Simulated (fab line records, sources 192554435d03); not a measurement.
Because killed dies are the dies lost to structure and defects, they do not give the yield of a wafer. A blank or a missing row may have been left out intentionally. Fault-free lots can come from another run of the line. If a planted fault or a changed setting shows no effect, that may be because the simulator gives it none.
Problem report, 8D (eight disciplines) form, completed by code | flow n5Finfet | the parts of the form that need people (team, actions taken, sign-off) are left out

## 1. PROBLEM STATEMENT
Mean of exposureDoseMJCm2 at N5_BEOL_M3_EXPOSE_25: 65.68 across 6 wafers in 2 lots; on wafers with no fault it is 62.82 (standard deviation 0.067). Relative to the usual mean, that is a shift of +43 standard deviations.
The step: exposes mask V2, defocus 5 nm.
First observed at day 9 08:47: wafer L538.1, on euvScanner-01. The record holds 28 wafers of 10 lots with a number at this step. The rule behind "out" and "out of limits": a value lying over 4 standard deviations away from the usual mean. Any other wafer with a number is counted as sound.

## 2. WHAT IT IS, WHAT IT ISN'T
question                    | is                     | is not
which readings at this step | exposureDoseMJCm2      | -
which lots                  | L538, L539             | L532, L533, L542, L545, L546, L549, L551, L552
which wafers of those lots  | all that have a number | -
read on which tools         | euvScanner-01          | euvScanner-02
when                        | from day 9 08:47       | up to then (6 sound wafers); but 16 sound wafers of L542, L545, L546, L549, L551, L552 came after

## 3. THE SUSPECTS, EACH WITH WHAT RULES IT OUT
Counting: a tool stays on the suspect list if, at a process step up to the reading, it processed all lots that are out and no sound lot following the first of them.
- euvScanner-01 at N5_BEOL_M3_EXPOSE_25 (exposes mask V2, defocus 5 nm): kept. It ran every lot that is out, first L538 (day 9 08:47), and no sound lot after that. Its own exposureDoseMJCm2 readings are out on those wafers.
Remaining after the count: euvScanner-01 at N5_BEOL_M3_EXPOSE_25.

## 4. THE CAUSE (what the simulator had put in)
Process parameters drifting: euvScanner-01 at N5_BEOL_M3_EXPOSE_25, beginning at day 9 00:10. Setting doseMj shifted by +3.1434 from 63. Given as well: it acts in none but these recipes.
Only this tool survived the counting.

## 5. SEQUENCE OF EFFECTS, ordered by route
Each row: a reading whose mean over the struck wafers that have a number lies more than 3 standard deviations from the usual. Scope: only readings with a usual standard deviation given in the record; hours: median across lots of the time from each lot's start at the first step in this table that gives one to its start at this step; sigmas: change in usual standard deviations.
hours | step                 | reading           | usual | on struck wafers | change | sigmas
0     | N5_BEOL_M3_EXPOSE_25 | exposureDoseMJCm2 | 62.82 | 65.68            | +2.86  | +43
Process steps it contains:
- N5_BEOL_M3_EXPOSE_25: exposes mask V2, defocus 5 nm.
At these later measuring or inspecting steps, every struck wafer for which the step has a row has a number for every such reading, and none has moved that far: N5_BEOL_M3_CD_MEAS_28, N5_BEOL_M3_OVL_MEAS_29, N5_BEOL_M4_RC_MEAS_101.

## 6. HOW IT WOULD HAVE BEEN CAUGHT EARLIER
9 hours passed between the start of the fault at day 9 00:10 and the first reading out of limits in this record, taken at day 9 08:47.
